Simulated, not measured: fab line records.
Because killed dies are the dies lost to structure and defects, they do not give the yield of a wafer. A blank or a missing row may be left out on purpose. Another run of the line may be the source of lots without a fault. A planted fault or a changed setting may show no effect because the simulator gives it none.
Which tool did it? ; flow n5Finfet ; 12 lots, 36 wafers sampled, at 1 step of a route of 1938

== WHAT EACH GAUGE READ, for each wafer ==
N5_START_INSPECT_01: inspects for defects (unpatterned scan).
lot;measured;on;rawDefectCount
L075;day 1 18:02;defectInspect-02;4 8 10
L077;day 2 06:02;defectInspect-01;4 4 8
L079;day 2 18:02;defectInspect-02;2 6 5
L081;day 3 06:19;defectInspect-02;5 8 6
L083;day 3 18:02;defectInspect-02;10 4 7
L085;day 4 06:02;defectInspect-02;4 4 6
L087;day 4 18:02;defectInspect-02;9 3 5
L089;day 5 06:02;defectInspect-02;3 4 3
L091;day 5 18:02;defectInspect-01;4 4 7
L093;day 6 06:02;defectInspect-02;6 3 4
L095;day 6 18:02;defectInspect-02;3 11 6
L097;day 7 06:02;defectInspect-01;7 7 4

== TOOL THAT RAN EACH LOT (tool first, then ch and the chambers of the sampled wafers, then the start) ==
The record holds no process step before these readings.

== THE ANSWER, worked out from the rows above alone ==
Rule: what is usual is taken from the lots themselves. Put in order of their means at a reading, lots are off if they are a third of the lots or fewer, leave a main group of 4 or more, and stand apart from it by a gap of 3 or more times the standard deviation of the main group's means; of several such gaps the widest counts. Not used: any main group whose means are identical at the precision the tables above print for the reading. A lot without any number at a reading at which 4 lots or more have one is off too. All remaining lots with rows at the step are treated as sound.
None of the lots is off at any reading shown; this tells nothing.

== WHAT THE SIMULATOR PUT IN ==
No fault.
